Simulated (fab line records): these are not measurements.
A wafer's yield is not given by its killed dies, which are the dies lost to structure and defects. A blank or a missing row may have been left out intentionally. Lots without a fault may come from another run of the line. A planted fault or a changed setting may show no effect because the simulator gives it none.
Matching of chambers || flow n5-finfet || rie-diel-03 running N5_BEOL_M0_STRIP_104: 4 sister chambers
The step strips in N2/H2. 4 wafers are shown with their chamber, then 10 later ones without.

## EACH WAFER AND ITS CHAMBER
{"wafer": "L082.2", "chamber": 2, "showerhead-plenum-p-Torr (Torr)": 2.61}
{"wafer": "L082.3", "chamber": 0, "showerhead-plenum-p-Torr (Torr)": 2.53}
{"wafer": "L084.1", "chamber": 1, "showerhead-plenum-p-Torr (Torr)": 2.69}
{"wafer": "L084.3", "chamber": 3, "showerhead-plenum-p-Torr (Torr)": 2.53}

## WAFERS MISSING THEIR CHAMBER
{"wafer": "L084.5", "showerhead-plenum-p-Torr (Torr)": 2.53}
{"wafer": "L089.2", "showerhead-plenum-p-Torr (Torr)": 2.68}
{"wafer": "L089.3", "showerhead-plenum-p-Torr (Torr)": 2.60}
{"wafer": "L089.5", "showerhead-plenum-p-Torr (Torr)": 2.69}
{"wafer": "L091.1", "showerhead-plenum-p-Torr (Torr)": 2.52}
{"wafer": "L091.2", "showerhead-plenum-p-Torr (Torr)": 2.60}
{"wafer": "L091.6", "showerhead-plenum-p-Torr (Torr)": 2.60}
{"wafer": "L096.1", "showerhead-plenum-p-Torr (Torr)": 2.52}
{"wafer": "L096.2", "showerhead-plenum-p-Torr (Torr)": 2.52}
{"wafer": "L096.4", "showerhead-plenum-p-Torr (Torr)": 2.68}

## CHAMBER TAKEN BY EACH
{"wafer": "L084.5", "from the rows above": "can't be placed: 0 or 3", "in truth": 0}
{"wafer": "L089.2", "from the rows above": 1, "in truth": 1}
{"wafer": "L089.3", "from the rows above": 2, "in truth": 2}
{"wafer": "L089.5", "from the rows above": 1, "in truth": 1}
{"wafer": "L091.1", "from the rows above": "can't be placed: 0 or 3", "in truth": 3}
{"wafer": "L091.2", "from the rows above": 2, "in truth": 2}
{"wafer": "L091.6", "from the rows above": 2, "in truth": 2}
{"wafer": "L096.1", "from the rows above": "can't be placed: 0 or 3", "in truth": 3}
{"wafer": "L096.2", "from the rows above": "can't be placed: 0 or 3", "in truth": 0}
{"wafer": "L096.4", "from the rows above": 1, "in truth": 1}
Placed correctly: 6 of 10. From these rows, 4 cannot be placed; in 4 the true chamber is one of the candidates. Wrongly placed: 0.
How it was worked out, from the rows above alone: a wafer's distance from a chamber is the root of the sum, over the readings, of the square of ((its reading less the chamber's mean) divided by the reading's scatter). If the next closest chamber is less than 2 further off than the closest, the wafer can't be placed; otherwise it belongs to the closest. A chamber's mean is the mean of its shown wafers. The scatter: with one shown wafer a chamber, the root of the mean of the squares of how far each hidden wafer lies from its nearest shown one.
